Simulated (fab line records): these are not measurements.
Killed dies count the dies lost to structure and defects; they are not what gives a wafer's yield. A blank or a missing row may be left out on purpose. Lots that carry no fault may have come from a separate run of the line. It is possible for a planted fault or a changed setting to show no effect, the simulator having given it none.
Matching of chambers + flow nand harc + NHARC_P_ZERO_WELL_DESCUM_39 on rie diel-12: 4 sister chambers
The step chemistry O2, time 3 s. 4 wafers are shown with their chamber, then 10 later ones without.

== WAFERS PAIRED WITH THEIR CHAMBERS ==
| wafer  | chamber | drypump motor current A (A) |
|--------|---------|-----------------------------|
| L177.2 | 1       | 6.2                         |
| L184.5 | 2       | 5.4                         |
| L185.1 | 0       | 5.9                         |
| L185.3 | 3       | 5.1                         |

== WAFERS WITHOUT THEIR CHAMBER ==
| wafer  | drypump motor current A (A) |
|--------|-----------------------------|
| L185.4 | 5.1                         |
| L190.3 | 6.3                         |
| L190.5 | 5.3                         |
| L190.6 | 6.3                         |
| L191.2 | 6.2                         |
| L191.3 | 5.4                         |
| L191.5 | 6.0                         |
| L192.3 | 5.1                         |
| L192.4 | 6.3                         |
| L192.6 | 5.1                         |

== EACH ONE'S CHAMBER ==
| wafer  | from the rows above     | in truth |
|--------|-------------------------|----------|
| L185.4 | 3                       | 3        |
| L190.3 | 1                       | 1        |
| L190.5 | can't be placed: 2 or 3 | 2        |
| L190.6 | 1                       | 1        |
| L191.2 | 1                       | 1        |
| L191.3 | 2                       | 2        |
| L191.5 | can't be placed: 0 or 1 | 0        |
| L192.3 | 3                       | 3        |
| L192.4 | 1                       | 1        |
| L192.6 | 3                       | 3        |
8 of 10 placed correctly. Cannot be placed on the basis of these rows: 2; the candidates contain the true chamber in 2. Number placed wrongly: 0.
How it was worked out, from the rows above alone: a wafer's distance from a chamber is the root of the sum, over the readings, of the square of ((its reading less the chamber's mean) divided by the reading's scatter). If the next closest chamber is less than 2 further off than the closest, the wafer can't be placed; otherwise it belongs to the closest. The mean given for a chamber averages the wafers shown for that chamber. The scatter: with one shown wafer a chamber, the root of the mean of the squares of how far each hidden wafer lies from its nearest shown one.
